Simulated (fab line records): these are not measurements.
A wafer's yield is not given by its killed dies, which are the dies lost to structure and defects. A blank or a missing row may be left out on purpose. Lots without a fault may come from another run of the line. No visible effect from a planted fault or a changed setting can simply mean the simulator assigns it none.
Comparing a struck lot with a sound one -- flow n5-finfet -- 15 steps out of a route of 1938
Sound: these wafers, L681.1, L681.4, L681.6. Struck: wafers L688.1, L688.2, L688.5. Last of all comes the cause.
At each step with rows: each side's tool, then ch and its chambers, then its first start. Under that, the readings that differ: sound wafers -- struck wafers -- difference of the means -- sigmas: that difference in standard deviations of wafers without a fault.
alike: readings whose means differ by less than 2 such deviations, and words and numbers that are the same on both sides. not compared: withheld readings, readings that some wafer has no value for, bounds like >300 that may hide the same value, and numbers for which the record gives no deviation and whose values overlap.
A row with sigmas, a row that says differs or no value, or rows on one side alone: a step with any of these is where the two part. When numbers do not overlap yet have no deviation, they are printed without sigmas and do not part them. A reading that every wafer of one side lacks parts them only if that side has two wafers or more.

first, 1 step without rows for these wafers: N5_BEOL_M9_CMP_52 (polishes, stops on SiCOH lowk, t overpolish 7 s, target thk 140 nm).
N5_BEOL_M9_THK_MEAS_53: measures by xrf.
  sound on film-metro-01, day 12 14:03; struck on film-metro-01, day 14 07:22
  alike: M9_THK
then, 1 step without rows for these wafers: N5_BEOL_M9_PRE_CLEAN_55 (time 15 s).
N5_BEOL_M9_DEP_56: deposits SiCN from 3MS/NH3, target thk 15 nm, time 26.5 s.
  sound on pecvd-02 ch 0,2, day 12 14:07; struck on pecvd-01 ch 0,2, day 14 07:25
  alike: chamber-pressure-Torr, showerhead-plenum-p-Torr, throttle-valve-pct
N5_BEOL_M9_RS_MEAS_57: measurement is done with a four-point probe.
  sound on film-metro-01, day 12 14:11; struck on film-metro-01, day 14 07:30
  alike: M9_RS
N5_BEOL_M9_INSPECT_58: inspects for defects (darkfield).
  sound on defect-inspect-02, day 12 14:13; struck on defect-inspect-02, day 14 07:31
  alike: raw-defect-count
N5_BEOL_M10_ILD_DEP_00: deposits SiCOH lowk from DEMS/porogen, target thk 308.51 nm, time 58 s.
  sound on pecvd-01 ch 0,1,2, day 12 14:14; struck on pecvd-04 ch 1,2, day 14 07:34
  alike: chamber-pressure-Torr, heater-power-w, showerhead-plenum-p-Torr, throttle-valve-pct
N5_BEOL_M10_CURE_71: cures SiCOH lowk, time 240 s.
  sound on uv-cure-01 ch 0, day 12 14:19; struck on uv-cure-01 ch 1, day 14 07:38
  alike: lamp-power-pct, wafer_temp_C_max
N5_BEOL_M10_THK_MEAS_01:
  sound on film-metro-02, day 12 14:50; struck on film-metro-01, day 14 08:09
  alike: M10_ILD_THK
N5_BEOL_M10_PECVD_70: deposits SiO2 from TEOS/O2, target thk 20 nm, time 22.7 s.
  sound on pecvd-04 ch 0,1,2, day 12 14:52; struck on pecvd-04 ch 0,2, day 14 08:11
  alike: chamber-pressure-Torr, heater-power-w, showerhead-plenum-p-Torr, throttle-valve-pct
N5_BEOL_M10_HM_DEP_02: deposits TiN, target thk 20 nm.
  sound on pvd-sputter-02, day 12 15:27; struck on pvd-sputter-01, day 14 11:47
  alike: throttle-valve-pct
then, 1 step without rows for these wafers: N5_BEOL_M10_COAT_59 (time 60 s, resist thk 100 nm).
N5_BEOL_M10_COAT_60: time 60 s, resist thk 30 nm.
  sound on litho-track-04 ch 0, day 12 15:36; struck on litho-track-04 ch 0, day 14 11:55
reading,sound,struck,difference,sigmas
heater-power-total-W (W),430.4 424.1 429.8,577.5 585.2 582.8,+153.7,+70
run-length-s (s),65.80 65.82 65.62,42.36 42.49 42.25,-23.38,-99 or more
then, 2 steps without rows for these wafers: N5_BEOL_M10_COAT_05 (resist thk 90 nm); N5_PASSIVATION_PROBE_49.

== WHERE THEY PART ==
Within this record, at N5_BEOL_M10_COAT_60 only.

WHY: whatever the simulator had introduced
Process parameters drifting: litho-track-04 at N5_BEOL_M10_COAT_60, beginning at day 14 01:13. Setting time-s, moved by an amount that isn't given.
